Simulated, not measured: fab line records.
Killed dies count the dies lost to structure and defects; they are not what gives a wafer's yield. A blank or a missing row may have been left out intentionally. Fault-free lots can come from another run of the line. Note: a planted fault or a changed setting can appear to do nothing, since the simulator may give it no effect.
Chamber matching / flow nand harc / NHARC_A_SLIT_DESCUM_14 on rie diel-07 has 4 sister chambers
The step chemistry O2, time 3 s. 4 wafers are shown with their chamber, then 12 later ones without.

## EACH WAFER AND ITS CHAMBER
wafer=L088.6; chamber=0; drypump motor current A (A)=5.4
wafer=L090.2; chamber=2; drypump motor current A (A)=5.6
wafer=L090.4; chamber=1; drypump motor current A (A)=5.2
wafer=L090.5; chamber=3; drypump motor current A (A)=6.4

## WAFERS MISSING THEIR CHAMBER
wafer=L090.1; drypump motor current A (A)=5.4
wafer=L090.3; drypump motor current A (A)=6.3
wafer=L090.6; drypump motor current A (A)=5.6
wafer=L093.1; drypump motor current A (A)=5.2
wafer=L093.2; drypump motor current A (A)=6.3
wafer=L093.3; drypump motor current A (A)=5.6
wafer=L093.4; drypump motor current A (A)=5.4
wafer=L093.5; drypump motor current A (A)=5.6
wafer=L093.6; drypump motor current A (A)=5.2
wafer=L094.2; drypump motor current A (A)=5.4
wafer=L094.3; drypump motor current A (A)=5.6
wafer=L094.4; drypump motor current A (A)=6.3

## EACH ONE'S CHAMBER
wafer=L090.1; from the rows above=0; in truth=0
wafer=L090.3; from the rows above=3; in truth=3
wafer=L090.6; from the rows above=2; in truth=2
wafer=L093.1; from the rows above=1; in truth=1
wafer=L093.2; from the rows above=3; in truth=3
wafer=L093.3; from the rows above=2; in truth=2
wafer=L093.4; from the rows above=0; in truth=0
wafer=L093.5; from the rows above=2; in truth=2
wafer=L093.6; from the rows above=1; in truth=1
wafer=L094.2; from the rows above=0; in truth=0
wafer=L094.3; from the rows above=2; in truth=2
wafer=L094.4; from the rows above=3; in truth=3
Correct placement for 12 of the 12. Not placeable from these rows: 0. Placed wrongly: 0.
How it was worked out, from the rows above alone: a wafer's distance from a chamber is the root of the sum, over the readings, of the square of ((its reading less the chamber's mean) divided by the reading's scatter). If the next closest chamber is less than 2 further off than the closest, the wafer can't be placed; otherwise it belongs to the closest. For every chamber, the mean is computed from those of its wafers that are shown. The scatter: root of mean squared gap, hidden wafer to nearest shown wafer, with one shown wafer a chamber.
